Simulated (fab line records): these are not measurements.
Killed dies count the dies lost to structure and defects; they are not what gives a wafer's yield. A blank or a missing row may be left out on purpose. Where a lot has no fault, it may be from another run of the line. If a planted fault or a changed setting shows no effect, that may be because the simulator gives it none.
Which tool did it? + flow n5 finfet + 28 wafers from 10 lots sampled at 4 of the route's 1938 steps

## WHAT EACH GAUGE READ, for each wafer
N5_BEOL_M4_RC_MEAS_101.
| lot  | measured     | on        | DIBL_N (mV/V)  |
|------|--------------|-----------|----------------|
| L795 | day 9 08:02  | prober-02 | 36.5 36.4 35.1 |
| L796 | day 9 11:49  | prober-02 | 36.7 36.7 33.5 |
| L797 | day 9 13:56  | prober-02 | 37.0 35.3 35.9 |
| L798 | day 9 22:49  | prober-01 | 36.7 35.8      |
| L800 | day 10 22:27 | prober-01 | 33.6 36.9 34.7 |
| L801 | day 10 23:28 | prober-02 | 36.8 34.7      |
| L802 | day 11 01:23 | prober-01 | 33.4 34.5 36.9 |
| L803 | day 11 05:56 | prober-01 | 34.2 35.1 36.6 |
| L804 | day 11 07:01 | prober-01 | 33.3 34.2 36.2 |
| L814 | day 14 05:24 | prober-02 | 38.0 33.6 34.9 |

## EACH LOT AND THE TOOL THAT RAN IT (in order: tool; ch and the chambers of the sampled wafers; start)
| lot  | N5_SPACER0_ALD_08                | N5_BEOL_M4_ANNEAL_93         | N5_BEOL_M4_DEP_57               |
|------|----------------------------------|------------------------------|---------------------------------|
| L795 | ald sin-04 ch 2,3, day 2 23:53   | pvd sputter-03, day 9 04:49  | pecvd-01 ch 0,1, day 9 07:37    |
| L796 | ald sin-04 ch 1,2,3, day 3 07:03 | pvd sputter-01, day 9 09:41  | pecvd-03 ch 1,2, day 9 11:32    |
| L797 | ald sin-03 ch 1,2,3, day 3 12:37 | pvd sputter-02, day 9 12:28  | pecvd-04 ch 1,2, day 9 13:49    |
| L798 | ald sin-04 ch 0,2, day 4 00:10   | pvd sputter-03, day 9 21:11  | pecvd-03 ch 0,2, day 9 22:32    |
| L800 | ald sin-04 ch 0,2,3, day 4 08:35 | pvd sputter-01, day 10 20:58 | pecvd-03 ch 0,1, day 10 22:19   |
| L801 | ald sin-04 ch 0,3, day 4 12:27   | pvd sputter-02, day 10 21:12 | pecvd-04 ch 1,2, day 10 22:44   |
| L802 | ald sin-01 ch 0,2, day 4 18:14   | pvd sputter-01, day 10 23:53 | pecvd-01 ch 0,1, day 11 01:14   |
| L803 | ald sin-04 ch 0,2, day 5 03:58   | pvd sputter-03, day 11 03:42 | pecvd-04 ch 1,2, day 11 05:33   |
| L804 | ald sin-01 ch 1,2,3, day 5 07:35 | pvd sputter-01, day 11 04:55 | pecvd-03 ch 0,1,2, day 11 06:53 |
| L814 | ald sin-04 ch 0,3, day 7 19:44   | pvd sputter-03, day 14 03:57 | pecvd-04 ch 0,1,2, day 14 05:17 |
- N5_SPACER0_ALD_08: deposits SiNx, target thk 2 nm.
- N5_BEOL_M4_ANNEAL_93: time 240 s.
- N5_BEOL_M4_DEP_57: deposits SiCN from 3MS/NH3, target thk 8 nm, time 14 s.

## THE ANSWER, worked out from the rows above alone
Rule: the usual values come from the lots themselves. Put in order of their means at a reading, lots are off if they are a third of the lots or fewer, leave a main group of 4 or more, and stand apart from it by a gap of 3 or more times the standard deviation of the main group's means; of several such gaps the widest counts. The tables above print the reading to a certain number of digits; a main group whose means all agree to those digits is not used. A lot without any number at a reading at which 4 lots or more have one is off too. Any other lot the step has rows for is counted as sound.
Across all readings shown, no lot is off: no conclusion can be drawn from this.

## WHAT WAS PUT IN BY THE SIMULATOR
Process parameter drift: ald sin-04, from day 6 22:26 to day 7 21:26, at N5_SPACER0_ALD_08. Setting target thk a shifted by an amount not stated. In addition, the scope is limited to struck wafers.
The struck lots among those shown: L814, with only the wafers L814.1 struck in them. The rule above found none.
